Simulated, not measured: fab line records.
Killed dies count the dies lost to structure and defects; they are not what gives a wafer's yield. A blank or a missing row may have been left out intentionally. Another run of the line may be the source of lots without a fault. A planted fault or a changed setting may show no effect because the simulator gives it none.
Shared-tool check    flow nand harc    Sample size 2 lots and 6 wafers

== WHAT PROMPTED THE OPENING ==
Flagged at NHARC_END_SORT_01: reading sort_bin_2_pct, on 2 of 2 lots. Fault-free wafers read 1.5 %, with a standard deviation of 0.6.
Rule: a lot is flagged in two cases, either no wafer of it has a number, or all its wafers with numbers fall more than 4 standard deviations from that mean. As for the other lots, they are considered sound.

lot   measured      on         sort_bin_2_pct (%), wafer by wafer  flag
L791  day 21 17:22  prober-01  96.8 96.8 97.2                      FLAGGED
L790  day 21 20:29  prober-02  97.2 97.6 97.3                      FLAGGED
Flagged lots average 97.2 %: +95.7 % relative to the usual, that is +99 or more standard deviations.

== EACH LOT AND THE TOOL IT RAN ON ==
4 process steps preceding the reading are held in the record, out of 1159 steps in the route. Every cell lists first the tool, next ch and the chambers used by the sampled wafers, and last the start.
lot   flag     NHARC_A_BLC_ETCH_18                            NHARC_A_BLC_DEGAS_30          NHARC_A_BLC_PVD_32                       NHARC_A_M0_DEP_00
L791  FLAGGED  rie diel-08 ch 1,3, day 19 08:26 or earlier    pvd sputter-03, day 19 08:26  pvd sputter-03, day 19 09:58 or earlier  pecvd-02 ch 0,1,2, day 19 09:58
L790  FLAGGED  rie diel-10 ch 0,1,3, day 19 07:58 or earlier  pvd sputter-03, day 19 07:58  pvd sputter-03, day 19 09:29 or earlier  pecvd-02 ch 1,2, day 19 09:29
What is done by these steps:
- NHARC_A_BLC_ETCH_18: etches the open film in C4F8/O2/Ar, target depth 910 nm.
- NHARC_A_BLC_DEGAS_30: time 60 s.
- NHARC_A_BLC_PVD_32: deposits Ti, target thk 5 nm, time 17.7 s.
- NHARC_A_M0_DEP_00: deposits SiOC, target thk 150 nm.
- NHARC_END_SORT_01

== FLAGGED OVER TOTAL, TOOL BY TOOL (the gauges that took the reading come last) ==
step                  tool            lots run  flagged  share of the flagged lots  sound lots run after its first flagged lot
NHARC_A_BLC_ETCH_18   rie diel-08     1         1        some                       0
NHARC_A_BLC_ETCH_18   rie diel-10     1         1        some                       0
NHARC_A_BLC_DEGAS_30  pvd sputter-03  2         2        all                        0
NHARC_A_BLC_PVD_32    pvd sputter-03  2         2        all                        0
NHARC_A_M0_DEP_00     pecvd-02        2         2        all                        0
NHARC_END_SORT_01     prober-01       1         1        some                       0
NHARC_END_SORT_01     prober-02       1         1        some                       0
NHARC_A_BLC_ETCH_18: start missing for some lots; hours and lot order therefore follow NHARC_A_BLC_DEGAS_30. NHARC_A_BLC_PVD_32: start missing for some lots; hours and lot order therefore follow NHARC_A_M0_DEP_00.

== WHAT THE TABLE PERMITS ==
Every flagged lot was run by 3 rows of the table: pvd sputter-03 at NHARC_A_BLC_DEGAS_30, pvd sputter-03 at NHARC_A_BLC_PVD_32 and pecvd-02 at NHARC_A_M0_DEP_00.
- pvd sputter-03 at NHARC_A_BLC_DEGAS_30 ran 2 lots, 2 of them flagged. With no sound lot run before its first flagged lot in this sample, there is nothing to narrow down the start.
- pvd sputter-03 at NHARC_A_BLC_PVD_32 ran 2 lots, 2 of them flagged. With no sound lot run before its first flagged lot in this sample, there is nothing to narrow down the start.
- pecvd-02 at NHARC_A_M0_DEP_00 ran 2 lots, 2 of them flagged. With no sound lot run before its first flagged lot in this sample, there is nothing to narrow down the start.
Because each of these 2 tools fits a fault that began at some hour, counting lots does not separate them. More lots, or a look at what each step does to the wafer, might.

== WHAT HAD BEEN PUT IN BY THE SIMULATOR ==
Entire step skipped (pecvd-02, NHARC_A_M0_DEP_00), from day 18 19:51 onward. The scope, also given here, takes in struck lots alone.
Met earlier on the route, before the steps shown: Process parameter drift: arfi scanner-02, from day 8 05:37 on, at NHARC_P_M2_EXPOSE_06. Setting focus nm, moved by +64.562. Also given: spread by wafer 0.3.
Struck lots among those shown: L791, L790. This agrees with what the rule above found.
